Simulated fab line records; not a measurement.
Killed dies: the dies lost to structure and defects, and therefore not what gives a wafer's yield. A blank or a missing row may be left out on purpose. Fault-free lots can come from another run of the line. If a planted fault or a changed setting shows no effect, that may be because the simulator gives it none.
Comparing a struck lot with a sound one ; flow n5 finfet ; 37 out of 1938 route steps
Sound: the wafers L564.1, L564.2, L564.5. Wafers struck: L577.3, L577.4, L577.5. The cause is named last.
At each step with rows: each side's tool, then ch and its chambers, then its first start. Under that, the readings that differ: sound wafers ; struck wafers ; difference of the means ; sigmas: that difference in standard deviations of wafers without a fault.
alike: readings with means less than 2 such deviations apart, plus words and numbers identical on both sides. not compared: withheld readings, readings lacking a value on some wafer, bounds such as >300 that could conceal the same value, and numbers that have no deviation in the record and whose values overlap.
The two part at a step that has a row with sigmas, a row that says differs or no value, or rows on one side only. Numbers that have no deviation but don't overlap get no sigmas and don't part them. A reading missing from all wafers of one side parts the sides only when that side holds two or more wafers.

first, 9 steps without rows for these wafers: N5_HKMG_FIN_PEB_47 (peb time 60 s); N5_HKMG_FIN_DEVELOP_48 (develop time 30 s); N5_HKMG_FIN_DESCUM_53 (chemistry O2, time 7.9 s); N5_HKMG_FIN_ETCH_54 (etches SiARC in CF4, target depth 45.5 nm, time 75.8 s); N5_HKMG_FIN_ETCH_55 (etches SOC in N2/H2, target depth 240 nm, time 300 s); N5_HKMG_FIN_STRIP_56 (strips in N2/H2); N5_HKMG_FIN_STRIP_57 (strips in CF4); N5_HKMG_FIN_ETCH_58 (etches SOC in N2/H2, target depth 215.8 nm, time 741 s); N5_HKMG_FIN_STRIP_93 (strips SOC in N2/H2, time 20 s).
N5_HKMG_FIN_WET_ETCH_76: etches Al2O3 in dNH4OH, stops on La2O3, target depth 2.25 nm, rinse time 30 s.
  sound on wet bench-06 ch 0,1,3, day 5 12:56; struck on wet bench-06 ch 0,2,4, day 8 21:37
  no value came back on the struck wafers for bath heat duty pct (%), rinse temp c (C), temp c (C); on the sound wafers bath heat duty pct (%) reads 6.0 7.4 6.3
then, 25 steps without rows for these wafers: N5_HKMG_FIN_STRIP_60 (strips in N2/H2, time 360 s); N5_HKMG_FIN_WET_ETCH_77 (etches La2O3 in dHCl, stops on HfO2, target depth 2 nm); N5_HKMG_FIN_WET_ETCH_78 (etches Al2O3 in dNH4OH, stops on La2O3, target depth 4.5 nm, rinse time 30 s); N5_HKMG_FIN_ALD_79 (deposits TiN, target thk 1.5 nm, pulse time 1 s, purge time 3 s); N5_HKMG_FIN_CVD_62 (deposits a-Si from Si2H6, target thk 3 nm, time 20.8 s); N5_HKMG_FIN_RTA_80 (time 2 s); N5_HKMG_FIN_PRECLEAN_64 (cleans in dHF, time 30 s); N5_HKMG_FIN_WET_ETCH_65 (etches a-Si in TMAH, stops on TiN, time 49 s, target depth 3 nm); N5_HKMG_FIN_WET_ETCH_81 (etches TiN in SC1, stops on HfO2, time 57 s, target depth 6 nm); N5_HKMG_FIN_WET_ETCH_82 (etches La2O3 in dHCl, stops on HfO2, target depth 2 nm, rinse time 30 s); N5_HKMG_FIN_ALD_36 (deposits TiN, target thk 1 nm, pulse time 1 s, purge time 3 s); N5_HKMG_FIN_PWFM_ALD_03 (deposits TiN, target thk 2 nm, pulse time 1 s, purge time 3 s); N5_HKMG_FIN_COAT_29 (time 60 s, resist thk 300 nm); N5_HKMG_FIN_COAT_30 (time 60 s, resist thk 35 nm); N5_HKMG_FIN_COAT_06 (resist thk 90 nm); N5_HKMG_FIN_EBR_08; N5_HKMG_FIN_SOFTBAKE_07 (time 60 s); N5_HKMG_FIN_EXPOSE_09 (exposes mask NWFM); N5_HKMG_FIN_PEB_10 (peb time 60 s); N5_HKMG_FIN_DEVELOP_11 (develop time 30 s); N5_HKMG_FIN_DESCUM_17 (chemistry O2, time 7.9 s); N5_HKMG_FIN_ETCH_31 (etches SiARC in CF4, target depth 45.5 nm, time 75.8 s); N5_HKMG_FIN_ETCH_32 (etches SOC in N2/H2, target depth 240 nm, time 300 s); N5_HKMG_FIN_STRIP_33 (strips in N2/H2); N5_HKMG_FIN_STRIP_34 (strips in CF4).
-- record jumps: 4 days separate the struck wafers' starts on either side; left off in module HKMG_FIN, taken up again in module BEOL_M4, whose first shown step is the route's number 1111 --
N5_BEOL_M4_RC_MEAS_101:
  sound on prober-01 ch 0, day 9 11:46; struck on prober-02 ch 0, day 12 23:04
reading;sound;struck;difference;sigmas
DIBL_N (mV/V);35.0 36.1 35.1;38.8 37.2 38.9;+2.9;+2
IOFF_N (nA/um);0.160 0.167 0.159;45.971 43.587 49.058;+46.043;+99 or more
IOFF_N_85C (nA/um);3.1 3.2 3.1;365.1 344.4 380.6;+360.2;+99 or more
IOFF_N_LIN (nA/um);0.073 0.075 0.073;20.338 19.526 21.352;+20.332;+99 or more
IOFF_N_LONG (nA/um);5.66e-05 5.77e-05 5.72e-05;0.011323 0.011184 0.011206;+0.011180;+99 or more
ION_N (uA/um);663 683 660;981 1000 991;+322;+27
VT_N (mV);248 251 250;91 92 91;-158;-48
VT_N_LONG (mV);274.2 273.3 271.6;120.5 119.2 122.2;-152.4;-73
VT_P_LVT (mV);-97 -98 -98;-254 -252 -250;-154;-45
  alike: DIBL_P, IOFF_P, ION_P, SS_N, SS_P, VT_P
-- record jumps: 4 days separate the struck wafers' starts on either side; left off in module BEOL_M4, taken up again in module PASSIVATION, whose first shown step is the route's number 1936 --
N5_PASSIVATION_PROBE_49:
  sound on prober-01 at day 13 09:23; struck on prober-01 at day 17 06:07
reading;sound;struck;difference;sigmas
sort_bin_4_leakage (%);0 0 0;91.36 89.32 89.83;+90.17;+99 or more
sort n pass;1098 1081 1075;0 0 0;-1085;-57
sort yield pct (%);93.1 91.6 91.1;0 0 0;-92;-57
  alike: defect limited yield, killed_at_M0_to_M3, killed_at_M4_up, killed at contacts, killed at front end, killed at other, killed dies, killed open, killed short, sort_bin_5_function, sort_bin_6_memory

## WHERE THEY PART
Last at N5_PASSIVATION_PROBE_49 as far as this record goes, first at N5_HKMG_FIN_WET_ETCH_76.

WHY: what the simulator had put in
At N5_HKMG_FIN_WET_ETCH_76, the step was skipped entirely on wet bench-06 from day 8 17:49 on. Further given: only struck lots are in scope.
